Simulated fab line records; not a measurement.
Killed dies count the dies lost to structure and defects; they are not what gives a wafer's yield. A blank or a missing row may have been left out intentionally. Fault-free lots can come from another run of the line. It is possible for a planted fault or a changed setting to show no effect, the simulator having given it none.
8D (eight disciplines) problem report, filled in by code | flow n5 finfet | the parts of the form that need people (team, actions taken, sign-off) are left out

1. WHAT WENT WRONG
Wafers without a fault read 13, standard deviation 5; killed_at_M4_up at N5_PASSIVATION_PROBE_49 reads a mean of 148 on 6 wafers belonging to 2 lots. That puts it +27 standard deviations away from the usual mean.
Seen first at day 17 18:20 on prober-02, wafer L877.1. The record has a number at this step for 6 wafers belonging to 2 lots. Rule for "out", or "out of limits": more than 4 standard deviations from the usual mean. The rest of the wafers with a number are treated as sound.

2. WHAT THIS IS AND IS NOT
question                    | is                                                                                                   | is not
which readings at this step | killed_at_M4_up, defect limited yield, killed dies, sort_bin_5_function, sort n pass, sort yield pct | killed_at_M0_to_M3, killed at contacts, killed at front end, killed at other, killed open, killed short, sort_bin_6_memory
which lots                  | L875, L877                                                                                           | -
which wafers of those lots  | all that have a number                                                                               | -
read on which tools         | prober-01, prober-02                                                                                 | -
when                        | from day 17 18:20                                                                                    | up to then (0 sound wafers)

3. THE SUSPECTS, EACH WITH WHAT RULES IT OUT
Counting: any tool at a process step up to the reading is kept as a suspect provided that every lot that is out went through it and no sound lot did after the first of them.
- pvd sputter-01 at N5_BEOL_M15_PRE_CLEAN_42 (time 30 s): kept. It ran every lot that is out, first L877 (day 17 02:02), and no sound lot after that.
Remaining after the count: pvd sputter-01 at N5_BEOL_M15_PRE_CLEAN_42.

4. THE CAUSE (what the simulator had put in)
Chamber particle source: pvd sputter-01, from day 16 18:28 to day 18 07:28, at N5_BEOL_M15_PRE_CLEAN_42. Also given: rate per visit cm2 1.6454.
Only this tool survived the counting.

5. SEQUENCE OF EFFECTS, ordered by route
Each row: a reading whose mean over the struck wafers that have a number lies more than 3 standard deviations from the usual. Readings are gone through only where the record gives a usual standard deviation; hours: the median, over the lots, of the time from a lot's start at the first step in this table giving one to that lot's start at this step; sigmas: the change measured in usual standard deviations.
hours | step                    | reading              | usual  | on struck wafers | change | sigmas
0     | N5_PASSIVATION_PROBE_49 | defect limited yield | 91.0 % | 80.4             | -10.6  | -7.1
0     | N5_PASSIVATION_PROBE_49 | killed_at_M4_up      | 13     | 148              | +135   | +27
0     | N5_PASSIVATION_PROBE_49 | killed dies          | 106    | 232              | +126   | +7.0
0     | N5_PASSIVATION_PROBE_49 | sort_bin_5_function  | 5.2 %  | 11.8             | +6.6   | +6.9
0     | N5_PASSIVATION_PROBE_49 | sort n pass          | 1074   | 948              | -126   | -7.0
0     | N5_PASSIVATION_PROBE_49 | sort yield pct       | 91.0 % | 80.4             | -10.6  | -7.1
It contains these process steps:
- N5_PASSIVATION_PROBE_49

6. WHAT WOULD HAVE CAUGHT IT SOONER
The fault began at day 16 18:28; the first out-of-limits reading in this record came at day 17 18:20, 24 hours later.
Tool readings at N5_BEOL_M15_PRE_CLEAN_42 with a usual standard deviation given in the record: none out on any struck wafer, hence no alarm at a limit of 4 standard deviations on them.
By day 17 18:20 the whole set of lots that are out, 2 in number, had already begun N5_BEOL_M15_PRE_CLEAN_42 on pvd sputter-01. None of them would have been spared by holding the tool at that moment.
